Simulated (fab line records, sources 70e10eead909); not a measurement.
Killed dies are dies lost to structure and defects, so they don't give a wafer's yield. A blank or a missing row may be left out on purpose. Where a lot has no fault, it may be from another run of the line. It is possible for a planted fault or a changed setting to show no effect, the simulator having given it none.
Chamber matching | flow nandHarc | NHARC_A_CONTACT_CMP_20 on cmp-03 has 4 sister chambers
The step polishes, t overpolish 30 s, target thk 300 nm. 8 wafers are shown with their chamber, then 12 later ones without.

## WAFERS WITH THEIR CHAMBER
wafer  | chamber | motorCurrentA (A) | timeToEndpointS (s)
L083.4 | 2       | 10.7              | 64
L087.1 | 2       | 10.3              | 64
L087.3 | 0       | 13.6              | 60
L086.5 | 3       | 10.9              | 57
L086.6 | 0       | 14.0              | 66
L088.3 | 3       | 10.4              | 59
L088.4 | 1       | 13.6              | 65
L088.6 | 1       | 13.9              | 64

## WAFERS WITHOUT THEIR CHAMBER
wafer  | motorCurrentA (A) | timeToEndpointS (s)
L091.1 | 10.7              | 65
L091.2 | 13.0              | 67
L091.3 | 10.9              | 60
L093.1 | 11.3              | 64
L093.3 | 13.6              | 66
L093.5 | 10.1              | 72
L095.2 | 10.6              | 58
L095.3 | 13.8              | 63
L095.6 | 13.2              | 64
L097.4 | 10.2              | 62
L097.5 | 13.5              | 60
L097.6 | 13.8              | 64

## THE CHAMBER EACH PASSED THROUGH
wafer  | from the rows above     | in truth
L091.1 | 2                       | 2
L091.2 | can't be placed: 1 or 0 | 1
L091.3 | can't be placed: 3 or 2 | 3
L093.1 | can't be placed: 2 or 3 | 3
L093.3 | can't be placed: 1 or 0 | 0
L093.5 | 2                       | 2
L095.2 | 3                       | 3
L095.3 | can't be placed: 0 or 1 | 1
L095.6 | can't be placed: 1 or 0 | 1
L097.4 | can't be placed: 2 or 3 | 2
L097.5 | can't be placed: 0 or 1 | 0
L097.6 | can't be placed: 1 or 0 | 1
Correct placement for 3 of the 12. These rows do not allow placing 9 (true chamber among the candidates in 9). Number placed wrongly: 0.
How it was worked out, from the rows above alone: a wafer's distance from a chamber is the root of the sum, over the readings, of the square of ((its reading less the chamber's mean) divided by the reading's scatter). The wafer belongs to the nearest chamber; if the next one is less than 2 further off, it can't be placed. A chamber's mean is the mean of its shown wafers. The scatter: take each reading less its chamber's mean, square it, sum over the shown wafers, divide by the number of wafers less the number of chambers, and take the root.
